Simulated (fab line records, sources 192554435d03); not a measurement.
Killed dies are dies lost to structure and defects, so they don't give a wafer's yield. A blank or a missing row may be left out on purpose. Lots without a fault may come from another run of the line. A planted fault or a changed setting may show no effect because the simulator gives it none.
Split-lot experiment | flow n5_finfet | 7 lots, 21 wafers read, on a route of 1938 steps

THE SPLIT
At N5_BEOL_M10_PECVD_70 (deposits SiO2 from TEOS/O2, target thk 20 nm, time 22.7 s), the setting temp_c was moved away from the recipe's 400 C on 3 of the 21 wafers read, by +2.2% to +3.0%. The other wafers ran this setting at the recipe's value.

FROM THE SPLIT TO THE READING: what the file shows between them, 3 steps
- N5_BEOL_M10_HM_DEP_02: deposits TiN, target thk 20 nm
- N5_BEOL_M10_COAT_59: time 60 s, resist thk 100 nm
- N5_BEOL_M10_STRIP_77: strips in N2/H2, time 10 s

THE READING
SiO2_of_BEOL_M10_PECVD_70.thk_nm (the simulator's own value, which no gauge read), in nm, at N5_BEOL_M10_HM_STRIP_39 (strips TiN in peroxide tin strip, target depth 25 nm, time 158 s). The file gives no usual value for it. The 18 wafers here that ran the recipe average 19.8 nm, standard deviation 0.27 nm.

wafer  | tool, chamber at the split | temp_c as run, C | against the recipe | SiO2_of_BEOL_M10_PECVD_70.thk_nm, nm | against lot-mates on the recipe
L075.3 | pecvd-04, 0                | 400              | recipe             | 19.6                                 | -
L075.4 | pecvd-04, 2                | 412.1            | +3.0%              | 18.2                                 | -1.4
L075.5 | pecvd-04, 1                | 412.1            | +3.0%              | 18                                   | -1.6
L076.2 | pecvd-04, 0                | 400              | recipe             | 19.8                                 | -
L076.3 | pecvd-04, 0                | 400              | recipe             | 20.2                                 | -
L076.6 | pecvd-04, 1                | 400              | recipe             | 19.6                                 | -
L085.2 | pecvd-01, 2,0              | 400              | recipe             | 20                                   | -
L085.3 | pecvd-01, 0                | 400              | recipe             | 19.8                                 | -
L085.5 | pecvd-01, 2,0              | 400              | recipe             | 19.8                                 | -
L087.1 | pecvd-01, 1,2              | 400              | recipe             | 19.8                                 | -
L087.2 | pecvd-01, 2                | 400              | recipe             | 19.4                                 | -
L087.4 | pecvd-01, 1,2              | 400              | recipe             | 20                                   | -
L086.3 | pecvd-02, 0                | 400              | recipe             | 20                                   | -
L086.4 | pecvd-02, 2                | 400              | recipe             | 19.8                                 | -
L086.6 | pecvd-02, 0                | 400              | recipe             | 20.4                                 | -
L090.2 | pecvd-04, 0                | 400              | recipe             | 19.6                                 | -
L090.4 | pecvd-04, 2                | 408.9            | +2.2%              | 18.6                                 | -1.1
L090.5 | pecvd-04, 1                | 400              | recipe             | 19.8                                 | -
L096.1 | pecvd-01, 2,0              | 400              | recipe             | 19.4                                 | -
L096.3 | pecvd-01, 2,0              | 400              | recipe             | 19.4                                 | -
L096.2 | pecvd-01, 1                | 400              | recipe             | 19.6                                 | -
Where a row lists several chambers, the file gives one row for several wafers and doesn't say which wafer went through which chamber.

THE FIT
A straight line over all 21 wafers: SiO2_of_BEOL_M10_PECVD_70.thk_nm changes by -0.549 nm for each +1% of temp_c; r = -0.91; the points scatter about the line by 0.26 nm.
The same after taking each lot's own level away (the mean of its wafers on the recipe; 21 wafers): -0.496 nm for each +1%; r = -0.94; scatter 0.19 nm.
On that fit, the largest move of temp_c shifts the reading by 1.5 nm.
The lots' own levels span 19.47 to 20.07 nm, that is 2.3 times the standard deviation above.
So the lot-to-lot level changes the slope: the two fits differ.
Check: with one of the wafers moved furthest among these (+3.0%) left out of the fit, the line predicts -1.56 nm for it against its lot-mates. It came out at -1.4 nm against them.

OTHER SPLITS ON THESE WAFERS
These wafers also went through other splits before the reading. Each is held against what the fit with the lots' levels taken away leaves over:
other split on the same wafers   | wafers away from the commonest value | r with SiO2_of_BEOL_M10_PECVD_70.thk_nm (lot level and that fit taken away)
N5_BEOL_M6_EXPOSE_25 dose_mj     | 9                                    | -0.01
N5_BEOL_M7_TRENCH_ETCH_37 bias_w | 6                                    | -0.36
N5_BEOL_M7_ETCH_41 source_w      | 5                                    | -0.30
N5_BEOL_M9_COAT_22 spin_rpm      | 5                                    | +0.13

THE WHOLE CHAIN: every reading that the file lists as answering this split, in the file's order
step                    | what it does                                                     | reading                                                                           | change (the file's fit)               | r (the file's)
N5_BEOL_M10_PECVD_70    | deposits SiO2 from TEOS/O2, target thk 20 nm, time 22.7 s        | SiO2_of_BEOL_M10_PECVD_70.thk_nm (the simulator's own value, which no gauge read) | -0.48 nm for each +1% of the setting  | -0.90
N5_BEOL_M10_HM_STRIP_39 | strips TiN in peroxide tin strip, target depth 25 nm, time 158 s | SiO2_of_BEOL_M10_PECVD_70.thk_nm (the simulator's own value, which no gauge read) | -0.495 nm for each +1% of the setting | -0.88

THE FILE'S OWN FIT
SiO2_of_BEOL_M10_PECVD_70.thk_nm changes by -0.495 nm for each +1% of temp_c, r = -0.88.
